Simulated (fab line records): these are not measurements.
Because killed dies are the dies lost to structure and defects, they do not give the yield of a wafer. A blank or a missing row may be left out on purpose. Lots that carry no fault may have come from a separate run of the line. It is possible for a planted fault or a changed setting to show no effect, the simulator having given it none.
fab line records	flow n5Finfet
[record] lots = 7	wafers = 18	lastDay = 17
route steps=1938 shown BEOL_M12@1625 PASSIVATION@1936
lots untouched by any fault: they come from a run of this same line in which no faults occurred
startH: start of the lot's first displayed wafer, in hours after the record's first day	waitH: how many hours have passed since the lot's step before this one	" as in the row above	L1.1+2: several wafers, shown together as one row	- no value, or no start given	* or withheld: withheld	< > ~ a bound
route shown NAME@n: a module of which the file shows steps, and the number in the route of the first	usual: mean/standard deviation of fault-free wafers	same: alike in all rows	chamber/n: place in a boat	sites: the reading at each site	_std_site: their standard deviation	_edge_site: outer sites' mean less inner sites'	radiusMm: how far each site lies from the wafer's centre	mask NAME#n: copy n	behind: the last tool/chamber to shape the wafer	hold: reason for holding the lot/hours on hold/outcome of the hold	device: the n, p or np transistor that did not switch	end of line: the route-end tests of the same wafers	where a step has no rows: the recipe by itself	killed: count of dies lost to structure and defects at first sort (not the wafer's yield)	map: the dies of a wafer, with x for killed, . for not killed, _ for no die there
set.NAME: the setting as run; set.NAME@STEP: as run at that earlier step	model.NAME: the simulator's own value behind a step, which no gauge read
lots seen at some steps along the route; tables by step, rows by wafer
services: when a tool's chamber went out of use (startH, in hours from the record's first day, below 0 if earlier), for how many hours, and the reason
[[steps]]
[step N5_BEOL_M12_COAT_22]
[recipe] spinRpm = 2888	resistThkNm = 300
[step N5_BEOL_M12_EBR_24]
[recipe] solvent = PGMEA	ebrWidthMm = 1.5
[step N5_BEOL_M12_SOFTBAKE_23]
[recipe] tempC = 130	timeS = 60
[step N5_BEOL_M12_EXPOSE_25]
[recipe] maskId = M12	na = 0.93	sourceShape = conventional	sigmaOuter = 0.4	polarization = unpolarized	doseMj = 21.8
[step N5_BEOL_M12_PEB_26]
[recipe] pebTempC = 130	pebTimeS = 90
[step N5_BEOL_M12_DEVELOP_27]
[recipe] developTimeS = 45	rinseLiquid = diw	dry = airSpin	devTempC = 21
[step N5_BEOL_M12_HARDBAKE_32]
[recipe] tempC = 130	timeS = 120
[step N5_BEOL_M12_CD_MEAS_28]
[recipe] targetCdNm = 160.2	landingEnergyEv = 500	detector = seInlens	polarity = opening
[usual] cdNm = 159.9/1.4
lot.wafer	tool	chamber	startH	waitH	cdNm
L462.1	cdSem-02	0	294.47	-	161.0
L462.3	"	0	"	"	160.1
L462.6	"	0	"	"	159.4
L466.3	cdSem-03	0	305.00	-	159.9
L466.5	"	0	"	"	160.2
L464.2	cdSem-02	0	307.98	-	158.7
L464.5	"	0	"	"	160.5
L465.1	cdSem-01	0	317.64	-	159.5
L465.3	"	0	"	"	159.0
L472.4	cdSem-03	0	354.51	-	160.1
L472.5	"	0	"	"	159.1
L472.6	"	0	"	"	159.0
L475.2	cdSem-03	0	373.53	-	160.7
L475.3	"	0	"	"	159.8
L475.4	"	0	"	"	161.0
L478.1	cdSem-01	0	382.05	-	160.6
L478.3	"	0	"	"	159.3
L478.6	"	0	"	"	161.5
[step N5_BEOL_M12_OVL_MEAS_29]
[recipe] pointsPerWafer = 44
[usual] M12_OVL = 7/5.4
lot.wafer	tool	chamber	startH	waitH	M12_OVL[nm]
L462.1	overlay-02	0	294.50	0.0	3
L462.3	"	0	"	"	8
L462.6	"	0	"	"	1
L466.3	overlay-01	0	305.03	0.0	11
L466.5	"	0	"	"	3
L464.2	overlay-01	0	308.01	0.0	-2
L464.5	"	0	"	"	-1
L465.1	overlay-02	0	317.67	0.0	8
L465.3	"	0	"	"	10
L472.4	overlay-02	0	354.53	0.0	7
L472.5	"	0	"	"	5
L472.6	"	0	"	"	6
L475.2	overlay-02	0	373.56	0.0	-3
L475.3	"	0	"	"	10
L475.4	"	0	"	"	-1
L478.1	overlay-01	0	382.08	0.0	4
L478.3	"	0	"	"	6
L478.6	"	0	"	"	4
[step N5_BEOL_M12_INSPECT_30]
[recipe] mode = adi	inspectInstrument = macro
[usual] rawDefectCount = 2.0/1.5
lot.wafer	tool	chamber	startH	waitH	rawDefectCount
L462.1	defectInspect-01	-	294.52	0.0	6
L462.3	"	-	"	"	3
L462.6	"	-	"	"	2
L466.3	defectInspect-02	-	305.05	0.0	1
L466.5	"	-	"	"	0
L464.2	defectInspect-01	-	308.03	0.0	3
L464.5	"	-	"	"	1
L465.1	defectInspect-01	-	317.70	0.0	1
L465.3	"	-	"	"	3
L472.4	defectInspect-01	-	354.56	0.0	2
L472.5	"	-	"	"	0
L472.6	"	-	"	"	2
L475.2	defectInspect-02	-	373.58	0.0	2
L475.3	"	-	"	"	1
L475.4	"	-	"	"	4
L478.1	defectInspect-01	-	382.10	0.0	3
L478.3	"	-	"	"	3
L478.6	"	-	"	"	5
[step N5_BEOL_M12_DESCUM_33]
[recipe] chemistry = O2	timeS = 7.9	sourcePowerW = 50	biasPowerW = 20	pressureMtorr = 20	rfFrequencyHz = 2.712e+07	tempC = 40	o2FlowSccm = 225
[usual] drypumpMotorCurrentA = 5.5/0.47	oesProductAu = 0.76/0.053	rfVppV = 242.9/1.3	showerheadPlenumPTorr = 2.07/0.064	throttleValvePct = 20.47/0.22
lot.wafer	tool	chamber	startH	waitH	drypumpMotorCurrentA	oesProductAu	rfHoursCounterH	rfVppV	showerheadPlenumPTorr	throttleValvePct
L462.1	rieDiel-02	1	294.56	0.0	5.1	0.81	81	242.5	2.02	20.44
L462.3	"	0	"	"	5.4	0.69	195	242.8	2.06	20.55
L462.6	"	0	"	"	5.4	0.69	-	241.5	2.06	20.54
L466.3	rieDiel-02	2	305.09	0.0	5.1	0.83	73	241.4	2.03	20.69
L466.5	"	0	"	"	5.4	0.69	-	242.4	2.06	20.55
L464.2	rieDiel-02	2	308.07	0.0	5.1	0.82	74	242.3	2.03	20.68
L464.5	"	0	"	"	5.4	0.69	-	241.9	2.06	20.54
L465.1	rieDiel-02	1	317.73	0.0	5.0	0.79	89	241.6	2.02	20.43
L465.3	"	2	"	"	5.1	0.83	77	242.8	2.03	20.69
L472.4	rieDiel-03	2	355.01	0.5	5.6	0.80	91	244.9	2.11	20.11
L472.5	"	1	"	"	6.1	0.81	-	241.6	2.12	20.27
L472.6	"	2	"	"	5.6	0.80	-	243.6	2.11	20.11
L475.2	rieDiel-06	0	373.62	0.0	6.2	0.79	102	242.0	2.01	20.53
L475.3	"	1	"	"	4.8	0.68	231	240.5	2.00	20.82
L475.4	"	3	"	"	6.6	0.74	152	244.0	2.10	20.70
L478.1	rieDiel-03	1	382.14	0.0	6.1	0.79	112	243.3	2.11	20.30
L478.3	"	2	"	"	5.6	0.79	101	244.6	2.11	20.12
L478.6	"	3	"	"	6.0	0.70	-	242.4	2.07	20.24
[step N5_BEOL_M12_ETCH_67]
[recipe] chemistry = CF4	target = SiARC	targetDepthA = 1430	timeS = 238.3	ionEnergyEv = 80	pressureMtorr = 40	sourceW = 545	biasW = 36	Ar_flow_sccm = 100	cf4FlowSccm = 100	ends = cleared
[usual] drypumpMotorCurrentA = 5.5/0.47	etchRfOnTimeS = 244/6.1	mfcArSccm = 99.97/0.3	oesProductAu = 0.65/0.045	rfVppV = 183.8/1.1	showerheadPlenumPTorr = 2.13/0.055	throttleValvePct = 15.68/0.22
lot.wafer	tool	chamber	startH	waitH	drypumpMotorCurrentA	etchRfOnTimeS	mfcArSccm	oesProductAu	rfHoursCounterH	rfVppV	showerheadPlenumPTorr	throttleValvePct
L462.1	rieDiel-02	1	294.59	0.0	5.1	251	100.19	0.68	81	183.3	2.09	15.71
L462.3	"	0	"	"	5.4	251	100.01	0.59	195	184.4	2.13	15.92
L462.6	"	0	"	"	5.4	249	99.57	0.59	-	182.3	2.13	15.92
L466.3	rieDiel-02	2	305.12	0.0	5.1	236	99.60	0.72	73	181.3	2.08	15.74
L466.5	"	0	"	"	5.4	247	100.45	0.58	-	183.7	2.13	15.93
L464.2	rieDiel-02	2	308.10	0.0	5.1	238	99.80	0.71	74	182.5	2.08	15.74
L464.5	"	0	"	"	5.4	246	99.52	0.59	-	184.0	2.13	15.94
L465.1	rieDiel-02	1	317.77	0.0	5.0	251	100.26	0.66	89	183.3	2.09	15.71
L465.3	"	2	"	"	5.1	235	99.92	0.72	77	182.9	2.08	15.76
L472.4	rieDiel-03	2	355.04	0.0	5.6	238	99.93	0.67	91	184.6	2.17	15.34
L472.5	"	1	"	"	6.1	249	100.36	0.68	-	183.9	2.17	15.50
L472.6	"	2	"	"	5.6	237	99.56	0.68	-	185.5	2.17	15.33
L475.2	rieDiel-06	0	373.65	0.0	6.2	242	100.03	0.67	102	182.5	2.08	15.78
L475.3	"	1	"	"	4.9	244	99.68	0.58	231	182.5	2.03	15.86
L475.4	"	3	"	"	6.6	238	100.12	0.63	152	184.5	2.14	15.83
L478.1	rieDiel-03	1	382.17	0.0	6.1	248	99.88	0.68	112	185.2	2.17	15.52
L478.3	"	2	"	"	5.6	238	100.08	0.67	101	183.9	2.16	15.37
L478.6	"	3	"	"	6.0	234	100.05	0.60	-	183.5	2.12	15.48
[step N5_BEOL_M12_ETCH_68]
[recipe] chemistry = N2/H2	target = SOC	maskMaterial = SiARC	sourceW = 3000	biasW = 350	tempC = 40	timeS = 285	ionEnergyEv = 200	pressureMtorr = 30	n2FlowSccm = 200	h2FlowSccm = 200
[usual] drypumpMotorCurrentA = 5.5/0.47	oesProductAu = 0.76/0.052	rfVppV = 523.2/2.2	runLengthS = 308.4/0.5	showerheadPlenumPTorr = 2.52/0.072	throttleValvePct = 17.81/0.25
lot.wafer	tool	chamber	startH	waitH	drypumpMotorCurrentA	oesProductAu	rfHoursCounterH	rfVppV	runLengthS	showerheadPlenumPTorr	throttleValvePct	model.SiARC_of_BEOL_M12_COAT_66.thkNm
L462.1	rieDiel-02	1	294.74	0.1	5.0	0.80	81	522.8	308.4	2.47	17.87	86.2
L462.3	"	0	"	"	5.4	0.70	195	523.6	308.5	2.52	18.05	86.4
L462.6	"	0	"	"	5.4	0.70	-	522.8	308.3	2.52	18.04	86.2
L466.3	rieDiel-02	2	305.27	0.1	5.2	0.83	73	522.6	308.5	2.48	18.12	85.8
L466.5	"	0	"	"	5.4	0.69	-	524.0	321.2	2.52	18.04	85
L464.2	rieDiel-02	2	308.25	0.1	5.2	0.83	74	520.9	308.8	2.48	18.12	85.6
L464.5	"	0	"	"	5.4	0.68	-	522.6	320.9	2.52	18.04	85.2
L465.1	rieDiel-02	1	317.91	0.1	5.1	0.79	89	522.0	321.1	2.47	17.88	84.8
L465.3	"	2	"	"	5.1	0.83	77	521.5	308.4	2.47	18.12	85.2
L472.4	rieDiel-03	2	355.19	0.1	5.6	0.79	91	524.0	307.9	2.56	17.33	85.4
L472.5	"	1	"	"	6.1	0.80	-	524.4	308.7	2.57	17.58	86.2
L472.6	"	2	"	"	5.6	0.79	-	525.1	307.9	2.56	17.34	85.8
L475.2	rieDiel-06	0	373.80	0.1	6.2	0.79	102	523.0	308.1	2.45	17.82	86
L475.3	"	1	"	"	4.9	0.69	231	519.6	308.1	2.39	17.91	86.4
L475.4	"	3	"	"	6.6	0.75	153	522.9	309.1	2.55	18.11	86.2
L478.1	rieDiel-03	1	382.32	0.1	6.1	0.80	113	524.8	308.5	2.56	17.58	87.2
L478.3	"	2	"	"	5.6	0.78	101	523.8	307.7	2.55	17.33	85.8
L478.6	"	3	"	"	6.0	0.71	-	522.9	308.4	2.51	17.76	85.8
[step N5_BEOL_M12_STRIP_69]
[recipe] chemistry = N2/H2	tempC = 40	n2FlowSccm = 200	h2FlowSccm = 200	rfFrequencyHz = 6e+07
[step N5_PASSIVATION_PROBE_49]
[usual] defectLimitedYield = 91.0/1.5	killed_at_M0_to_M3 = 33/9.4	killed_at_M4_up = 14/4.8	killedAtContacts = 13/7.3	killedAtFrontEnd = 43/13	killedAtOther = 3.6/2.9	killedDies = 106/18	killedOpen = 69/13	killedShort = 35/8.2	sort_bin_5_function = 5.3/1	sort_bin_6_memory = 3.3/0.68	sort_bin_8_speed = 0.01/0.027	sortNPass = 1074/18
[same] grossDies = 1180	killedAtBackSide = 0	sort_bin_4_leakage[%] = 0
lot.wafer	tool	chamber	startH	waitH	defectLimitedYield[%]	killed_at_M0_to_M3	killed_at_M4_up	killedAtContacts	killedAtFrontEnd	killedAtOther	killedDies	killedOpen	killedShort	sort_bin_5_function[%]	sort_bin_6_memory[%]	sort_bin_8_speed[%]	sortNPass
L462.1	prober-02	-	343.10	0.0	91.5	35	10	11	38	6	100	60	40	4.8	3.5	0	1080
L462.3	prober-02	-	343.20	0.1	88.1	48	6	21	52	13	140	83	52	6.4	4.7	0	1040
L462.6	prober-02	-	343.35	0.3	91.9	30	14	14	30	7	95	59	29	4.3	2.9	0	1085
// killed by level:class
L462.1 GATE_CUT:geometricParticle:short=10 MOL_CONTACT_COAG:geometricParticle:open=9 FIN_SAQP:geometricParticle:short=8 BEOL_M0_SAQP:geometricParticle:open=8 STI_FIN_REVEAL:geometricParticle:open=7 BEOL_M1:geometricParticle:open=7 BEOL_M0_SAQP:geometricParticle:short=7 BEOL_M4:geometricParticle:open=6
L462.3 STI_FIN_REVEAL:geometricParticle:open=17 MOL_CONTACT_COAG:geometricParticle:open=16 FIN_SAQP:geometricParticle:short=10 BEOL_M0_SAQP:geometricParticle:open=10 BEOL_M0:geometricParticle:short=10 BEOL_M0_SAQP:geometricParticle:short=9 BEOL_M1:geometricParticle:open=8 FIN_SAQP:geometricParticle:open=7
L462.6 MOL_CONTACT_COAG:geometricParticle:open=13 BEOL_M0_SAQP:geometricParticle:short=7 BEOL_M3:geometricParticle:open=7 HKMG_FIN:areaEtch=7 FIN_SAQP:geometricParticle:open=5 BEOL_M1:geometricParticle:open=5 BEOL_M0:geometricParticle:short=4 BEOL_M5:geometricParticle:open=4
[[services]]
tool	chamber	startH	hours	kind
rieDiel-03	3	307.60	7.1	repair
rieDiel-02	3	335.50	4.8	repair
rieDiel-06	2	362.62	4.0	repair
rieDiel-03	0	379.04	8.9	repair
[[key]]
[firstSign] step = N5_BEOL_M12_ETCH_68	reading = runLengthS	direction = up	sigmas = 25	usual = *	struck = *
effect none on later readings
[modelEffect] step = N5_BEOL_M12_ETCH_68	value = SiARC_of_BEOL_M12_COAT_66.thkNm	without = 86.07	struck = 85
metAt N5_BEOL_M12_ETCH_68
struckWafers L464.5,L465.1,L466.5
onsetBetween 294.74 305.27
[fault] kind = processParameterDrift	tool = rieDiel-02	chamber = -	onsetH = 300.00	steps = N5_BEOL_M12_ETCH_68	channel = timeS	offset = *	shape = step	endH = 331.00	scope = struckWafersOnly	actsIn = *	stated = *
